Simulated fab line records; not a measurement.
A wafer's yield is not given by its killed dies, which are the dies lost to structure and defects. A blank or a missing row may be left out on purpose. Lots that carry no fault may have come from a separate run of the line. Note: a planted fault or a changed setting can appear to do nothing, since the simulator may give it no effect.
The tool behind it: which one? -- flow nand-harc -- 14 lots with 42 wafers sampled at 6 steps, on a route of 1302 steps

## WHAT EACH GAUGE READ, for each wafer
NHARC_A_SOURCE_PLATE_THK_MEAS_09: measures by ellipsometry.
lot,measured,on,thk-nm (nm)
L997,day 6 21:15,film-metro-01,10.5 9.0 10.7
L999,day 7 23:25,film-metro-01,9.3 11.6 10.0
L100,day 8 03:18,film-metro-02,9.0 10.7 9.8
L101,day 9 01:33,film-metro-02,9.5 8.5 9.1
L103,day 9 16:42,film-metro-02,9.6 8.7 9.4
L110,day 12 13:58,film-metro-01,10.1 10.1 10.0
L111,day 13 08:05,film-metro-01,11.8 10.8 9.2
L114,day 14 02:32,film-metro-01,8.7 9.7 9.3
L115,day 14 16:55,film-metro-02,10.7 9.1 9.5
L116,day 15 07:41,film-metro-02,9.3 10.2 8.5
L117,day 15 11:00,film-metro-01,10.9 10.6 9.6
L118,day 15 15:22,film-metro-01,9.4 8.8 9.1
L119,day 16 07:33,film-metro-02,8.5 10.8 9.7
L120,day 16 12:59,film-metro-02,10.3 7.9 11.7

NHARC_A_ONON_D1_THK_MEAS_14: measures by ellipsometry.
lot,measured,on,thk-nm (nm)
L997,day 7 13:08,film-metro-01,996 994 995
L999,day 8 15:40,film-metro-02,1008 1007 1006
L100,day 8 21:47,film-metro-02,982 982 985
L101,day 9 17:31,film-metro-02,1006 1007 1007
L103,day 10 08:04,film-metro-01,996 997 996
L110,day 13 06:02,film-metro-02,1009 1007 1010
L111,day 13 23:28,film-metro-02,1009 1008 1009
L114,day 14 18:29,film-metro-01,973 972 972
L115,day 15 08:54,film-metro-02,1012 1013 1010
L116,day 16 01:10,film-metro-02,999 1001 998
L117,day 16 01:11,film-metro-01,1019 1019 1019
L118,day 16 06:47,film-metro-02,1015 1013 1013
L119,day 16 23:25,film-metro-01,998 997 999
L120,day 17 07:50,film-metro-01,984 983 985

NHARC_A_ONON_D1_THK_MEAS_24: measures by ellipsometry.
lot,measured,on,thk-nm (nm)
L997,day 7 22:05,film-metro-02,990 990 989
L999,day 9 00:27,film-metro-01,1004 1004 1004
L100,day 9 10:23,film-metro-01,1504 1506 1505
L101,day 10 02:27,film-metro-02,1471 1471 1472
L103,day 10 17:56,film-metro-02,1492 1494 1493
L110,day 13 15:14,film-metro-02,986 987 988
L111,day 14 13:26,film-metro-01,994 996 996
L114,day 15 05:28,film-metro-01,992 991 991
L115,day 15 17:49,film-metro-02,991 991 991
L116,day 16 14:02,film-metro-01,1013 1012 1011
L117,day 16 14:10,film-metro-01,1003 1003 1001
L118,day 16 14:23,film-metro-01,1000 1002 1000
L119,day 17 10:28,film-metro-01,1003 1005 1004
L120,day 17 16:46,film-metro-01,1011 1010 1010

NHARC_END_SORT_01.
lot,measured,on,killed-at-array,killed-at-other,killed-at-periphery,killed-dies,killed-open,killed-short
L999,day 24 20:31,prober-02,79 83 76,0 0 0,1 4 5,80 87 81,4 2 3,1 2 4
L100,day 25 16:49,prober-01,674 673 670,0 1 2,3 3 5,677 677 677,0 2 6,8 1 2
L101,day 25 12:23,prober-02,665 668 667,0 0 0,12 9 10,677 677 677,10 4 3,3 0 3
L103,day 26 12:28,prober-02,673 670 676,1 1 0,3 6 1,677 677 677,2 4 1,3 3 1
L111,day 30 08:54,prober-02,58 74 70,1 1 0,3 2 2,62 77 72,0 4 5,1 3 1
L114,day 30 18:14,prober-01,32 31 32,0 4 1,9 5 9,41 40 42,7 1 3,3 1 2

## EACH LOT AND THE TOOL THAT RAN IT (in order: tool; ch and the chambers of the sampled wafers; start)
lot,NHARC_A_ZERO_WELL_RTA_16,NHARC_A_ONON_D1_DEP_22
L997,"rtp-anneal-02 ch 0, day 6 14:21","pecvd-onon-02 ch 0, day 7 21:45"
L999,"rtp-anneal-02 ch 0, day 7 16:27","pecvd-onon-01 ch 0, day 8 23:56"
L100,"rtp-anneal-02 ch 0, day 7 20:18","pecvd-onon-01 ch 0, day 9 09:52"
L101,"rtp-anneal-02 ch 0, day 8 14:38","pecvd-onon-01 ch 0, day 10 01:56"
L103,"rtp-anneal-01 ch 0, day 9 09:02","pecvd-onon-01 ch 0, day 10 17:29"
L110,"rtp-anneal-02 ch 0, day 12 06:54","pecvd-onon-01 ch 0, day 13 14:43"
L111,"rtp-anneal-01 ch 0, day 13 00:35","pecvd-onon-02 ch 0, day 14 13:02"
L114,"rtp-anneal-01 ch 0, day 13 19:27","pecvd-onon-01 ch 0, day 15 04:58"
L115,"rtp-anneal-02 ch 0, day 14 09:53","pecvd-onon-02 ch 0, day 15 17:21"
L116,"rtp-anneal-02 ch 0, day 15 00:22","pecvd-onon-04 ch 0, day 16 13:34"
L117,"rtp-anneal-02 ch 0, day 15 03:36","pecvd-onon-01 ch 0, day 16 13:43"
L118,"rtp-anneal-02 ch 0, day 15 07:54","pecvd-onon-04 ch 0, day 16 13:52"
L119,"rtp-anneal-02 ch 0, day 16 00:20","pecvd-onon-02 ch 0, day 17 09:57"
L120,"rtp-anneal-02 ch 0, day 16 04:25","pecvd-onon-04 ch 0, day 17 16:16"
- NHARC_A_ZERO_WELL_RTA_16: time 10 s.
- NHARC_A_ONON_D1_DEP_22: target thk 1000 nm.

## AS READ BY THE TOOLS THEMSELVES (means over the sampled wafers that have a number; for cases with no such wafer, the mark the record gives instead)
NHARC_A_ZERO_WELL_RTA_16.
lot,tool,lamp-power-pct (%),wafer_temp_C_max
L997,rtp-anneal-02,32.3,1008.4
L999,rtp-anneal-02,32.3,1005.9
L100,rtp-anneal-02,32.3,1007.9
L101,rtp-anneal-02,32.3,1007.0
L103,rtp-anneal-01,29.6,1005.5
L110,rtp-anneal-02,32.3,1006.7
L111,rtp-anneal-01,29.6,1004.5
L114,rtp-anneal-01,29.6,1007.0
L115,rtp-anneal-02,32.3,1006.2
L116,rtp-anneal-02,32.3,1007.2
L117,rtp-anneal-02,32.3,1005.6
L118,rtp-anneal-02,32.3,1006.3
L119,rtp-anneal-02,32.3,1006.6
L120,rtp-anneal-02,32.3,1006.2

## THE ANSWER, worked out from the rows above alone
Rule: the usual values come from the lots themselves. Put in order of their means at a reading, lots are off if they are a third of the lots or fewer, leave a main group of 4 or more, and stand apart from it by a gap of 3 or more times the standard deviation of the main group's means; of several such gaps the widest counts. A main group whose means are all the same, to the digits that the tables above print for the reading, isn't used. A lot without any number at a reading at which 4 lots or more have one is off too. Any other lot the step has rows for is counted as sound. First the gauges in route order, then the tools' own readings, where a lot's mean is used as printed above. At the first step where some lot is off, the reading lying furthest off is the one used; lots without a number count as furthest.
Off at NHARC_A_ONON_D1_THK_MEAS_24 (thk-nm): L100, L101, L103. Main group: mean 999 nm, sd 8.1.
If a tool, at a process step before that reading, ran all the lots that are off and no sound lot after the first of them, it fits. Gauges at NHARC_A_ONON_D1_THK_MEAS_24: tried the same way as those tools. No candidate that was tried fits.

## WHAT THE SIMULATOR HAD INSERTED
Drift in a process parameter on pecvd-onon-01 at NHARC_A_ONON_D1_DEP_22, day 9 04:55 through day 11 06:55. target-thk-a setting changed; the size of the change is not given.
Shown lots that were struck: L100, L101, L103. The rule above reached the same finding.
